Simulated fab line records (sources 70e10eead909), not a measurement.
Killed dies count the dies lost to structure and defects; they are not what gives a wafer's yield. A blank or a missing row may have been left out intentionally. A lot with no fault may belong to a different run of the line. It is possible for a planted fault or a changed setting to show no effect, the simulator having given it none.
Which tool is to blame? + flow nand harc + 14 lots, 42 wafers sampled, at 4 steps of a route of 1302

== WHAT THE GAUGES READ, wafer by wafer ==
NHARC_A_M0_CD_MEAS_16.
| lot  | measured     | on        | cd nm (nm)     |
|------|--------------|-----------|----------------|
| L625 | day 22 21:17 | cd sem-02 | 80.3 79.2 79.9 |
| L626 | day 23 08:58 | cd sem-01 | 80.6 80.4 80.8 |
| L628 | day 23 14:38 | cd sem-03 | 80.1 79.9 80.3 |
| L637 | day 27 19:48 | cd sem-01 | - - -          |
| L638 | day 28 15:58 | cd sem-01 | - - -          |
| L642 | day 28 19:22 | cd sem-02 | 81.4 81.4 80.7 |
| L641 | day 29 05:11 | cd sem-02 | 80.3 80.4 80.0 |
| L640 | day 29 14:19 | cd sem-03 | 80.3 79.9 80.7 |
| L643 | day 29 20:47 | cd sem-01 | 79.3 79.4 78.2 |
| L644 | day 31 02:46 | cd sem-03 | 80.6 79.7 78.8 |
| L645 | day 31 11:28 | cd sem-01 | 80.4 80.0 79.9 |
| L647 | day 31 16:37 | cd sem-02 | 79.0 78.9 79.9 |
| L646 | day 31 17:58 | cd sem-03 | 80.8 81.0 81.4 |
| L648 | day 31 21:20 | cd sem-01 | 79.5 78.8 78.5 |

== TOOL THAT RAN EACH LOT (tool first, then ch and the chambers of the sampled wafers, then the start) ==
| lot  | NHARC_A_BLC_CVD_24                       | NHARC_A_BLC_CMP_25            | NHARC_A_M0_EXPOSE_06               |
|------|------------------------------------------|-------------------------------|------------------------------------|
| L625 | cvd w-02 ch 0,1, day 22 19:42 or earlier | cmp-04 ch 0,1,3, day 22 19:42 | arfi scanner-01 ch 0, day 22 20:40 |
| L626 | cvd w-02 ch 0,1, day 23 07:19 or earlier | cmp-02 ch 0,1,2, day 23 07:19 | arfi scanner-01 ch 0, day 23 08:21 |
| L628 | cvd w-01 ch 0,1, day 23 13:00 or earlier | cmp-03 ch 0,1,2, day 23 13:00 | arfi scanner-01 ch 0, day 23 14:01 |
| L637 | cvd w-01 ch 0,1, day 27 15:17 or earlier | cmp-04 ch 0,1,2, day 27 15:17 | arfi scanner-02, day 27 16:26      |
| L638 | cvd w-02 ch 0,1, day 28 09:30 or earlier | cmp-02 ch 0,1, day 28 09:30   | arfi scanner-01, day 28 10:40      |
| L642 | cvd w-02 ch 0, day 28 17:33 or earlier   | cmp-04 ch 0,1,2, day 28 17:33 | arfi scanner-03 ch 0, day 28 18:44 |
| L641 | cvd w-02 ch 0,1, day 29 03:26 or earlier | cmp-02 ch 0,3, day 29 03:26   | arfi scanner-01 ch 0, day 29 04:34 |
| L640 | cvd w-01 ch 0,1, day 29 12:40 or earlier | cmp-02 ch 1,2,3, day 29 12:40 | arfi scanner-01 ch 0, day 29 13:41 |
| L643 | cvd w-02 ch 0,1, day 29 19:04 or earlier | cmp-03 ch 0,1,2, day 29 19:04 | arfi scanner-03 ch 0, day 29 20:10 |
| L644 | cvd w-02 ch 0,1, day 31 00:54 or earlier | cmp-04 ch 0,2,3, day 31 00:54 | arfi scanner-02 ch 0, day 31 02:08 |
| L645 | cvd w-02 ch 0,1, day 31 09:40 or earlier | cmp-03 ch 0,1,2, day 31 09:40 | arfi scanner-03 ch 0, day 31 10:50 |
| L647 | cvd w-02 ch 0, day 31 14:41 or earlier   | cmp-03 ch 0,2,3, day 31 14:41 | arfi scanner-01 ch 0, day 31 15:59 |
| L646 | cvd w-02 ch 0,1, day 31 16:13 or earlier | cmp-03 ch 0,3, day 31 16:13   | arfi scanner-03 ch 0, day 31 17:21 |
| L648 | cvd w-02 ch 0,1, day 31 19:42 or earlier | cmp-02 ch 0,2, day 31 19:42   | arfi scanner-03 ch 0, day 31 20:43 |
- NHARC_A_BLC_CVD_24: deposits W, target thk 150 nm, time 434 s.
- NHARC_A_BLC_CMP_25: polishes, t overpolish 30 s, target thk 150 nm.
- NHARC_A_M0_EXPOSE_06: exposes mask A M0, target cd 80 nm.

== WHAT THE TOOLS THEMSELVES READ (means of the sampled wafers that have a number; where no wafer has one, the mark that the record gives instead) ==
NHARC_A_BLC_CVD_24.
| lot  | tool     | chamber pressure Torr (Torr) | heater power w (W) | throttle valve pct (%) |
|------|----------|------------------------------|--------------------|------------------------|
| L625 | cvd w-02 | 40.06                        | 435                | 7.7                    |
| L626 | cvd w-02 | 40.03                        | 426                | 8.1                    |
| L628 | cvd w-01 | 40.05                        | 451                | 8.0                    |
| L637 | cvd w-01 | 40.03                        | 466                | 8.0                    |
| L638 | cvd w-02 | 40.01                        | 414                | 7.8                    |
| L642 | cvd w-02 | 39.95                        | 395                | 8.0                    |
| L641 | cvd w-02 | 39.96                        | 427                | 7.9                    |
| L640 | cvd w-01 | 40.03                        | 459                | 7.9                    |
| L643 | cvd w-02 | 39.86                        | 417                | 7.8                    |
| L644 | cvd w-02 | 40.02                        | 431                | 7.9                    |
| L645 | cvd w-02 | 40.04                        | 422                | 8.0                    |
| L647 | cvd w-02 | 40.03                        | 397                | 8.0                    |
| L646 | cvd w-02 | 39.98                        | 429                | 7.8                    |
| L648 | cvd w-02 | 39.97                        | 428                | 7.9                    |

NHARC_A_BLC_CMP_25.
| lot  | tool   | motor current A (A) | overpolish run s (s) | retaining ring pressure frac | time to endpoint s (s) |
|------|--------|---------------------|----------------------|------------------------------|------------------------|
| L625 | cmp-04 | 12.1                | 30.013               | 0.999                        | 29.4                   |
| L626 | cmp-02 | 11.1                | 30.001               | 0.998                        | 31.9                   |
| L628 | cmp-03 | 12.8                | 30.010               | 1.005                        | 30.9                   |
| L637 | cmp-04 | 11.9                | 30.008               | 0.998                        | 27.8                   |
| L638 | cmp-02 | 10.0                | 29.994               | 1.002                        | 28.8                   |
| L642 | cmp-04 | 12.2                | 29.994               | 1.002                        | 26.6                   |
| L641 | cmp-02 | 11.1                | 30.005               | 1.004                        | 29.5                   |
| L640 | cmp-02 | 12.3                | 29.999               | 1.001                        | 28.1                   |
| L643 | cmp-03 | 12.1                | 30.002               | 0.999                        | 30.8                   |
| L644 | cmp-04 | 12.6                | 30.005               | 0.996                        | 31.2                   |
| L645 | cmp-03 | 12.4                | 30.003               | 0.999                        | 29.3                   |
| L647 | cmp-03 | 12.8                | 30.010               | 1.001                        | 28.9                   |
| L646 | cmp-03 | 13.3                | 29.997               | 0.999                        | 26.9                   |
| L648 | cmp-02 | 11.3                | 29.989               | 1.000                        | 29.0                   |

NHARC_A_M0_EXPOSE_06.
| lot  | tool            | exposure dose mJ cm2 | focus offset nm (nm) |
|------|-----------------|----------------------|----------------------|
| L625 | arfi scanner-01 | 83.20                | 0.2                  |
| L626 | arfi scanner-01 | 83.23                | 0.3                  |
| L628 | arfi scanner-01 | 83.23                | 0.1                  |
| L637 | arfi scanner-02 | -                    | -                    |
| L638 | arfi scanner-01 | -                    | -                    |
| L642 | arfi scanner-03 | 83.16                | -0.2                 |
| L641 | arfi scanner-01 | 83.25                | 0.3                  |
| L640 | arfi scanner-01 | 83.19                | -0.1                 |
| L643 | arfi scanner-03 | 83.29                | 0.2                  |
| L644 | arfi scanner-02 | 83.18                | -0.0                 |
| L645 | arfi scanner-03 | 83.21                | -0.6                 |
| L647 | arfi scanner-01 | 83.22                | -0.1                 |
| L646 | arfi scanner-03 | 83.20                | 0.4                  |
| L648 | arfi scanner-03 | 83.18                | -0.5                 |

== THE ANSWER, worked out from the rows above alone ==
Rule: what is usual is taken from the lots themselves. Put in order of their means at a reading, lots are off if they are a third of the lots or fewer, leave a main group of 4 or more, and stand apart from it by a gap of 3 or more times the standard deviation of the main group's means; of several such gaps the widest counts. A main group whose means are all the same, to the digits that the tables above print for the reading, isn't used. A lot without any number at a reading at which 4 lots or more have one is off too. Any other lot the step has rows for is counted as sound. After the gauges, taken in route order, come the tools' own readings; for these a lot's mean is taken, as printed above. At the first step where some lot is off, the reading lying furthest off is the one used; lots without a number count as furthest.
Off: L637, L638 (NHARC_A_M0_CD_MEAS_16, cd nm). Without a number there: L637, L638. The main group: mean 80.0 nm, standard deviation 0.7.
A tool fits if, at a process step before that reading, it ran every lot that is off, and no sound lot after the first of them. The gauges at NHARC_A_M0_CD_MEAS_16 aren't tried: what is off there is off at NHARC_A_M0_EXPOSE_06 too, on other tools, and a gauge's error can't cause that. Because NHARC_A_BLC_CVD_24 lacks a start for some lots, the hours and order of its lots are taken from NHARC_A_BLC_CMP_25. Not one of the candidates tried fits.

== WHAT THE SIMULATOR PUT IN ==
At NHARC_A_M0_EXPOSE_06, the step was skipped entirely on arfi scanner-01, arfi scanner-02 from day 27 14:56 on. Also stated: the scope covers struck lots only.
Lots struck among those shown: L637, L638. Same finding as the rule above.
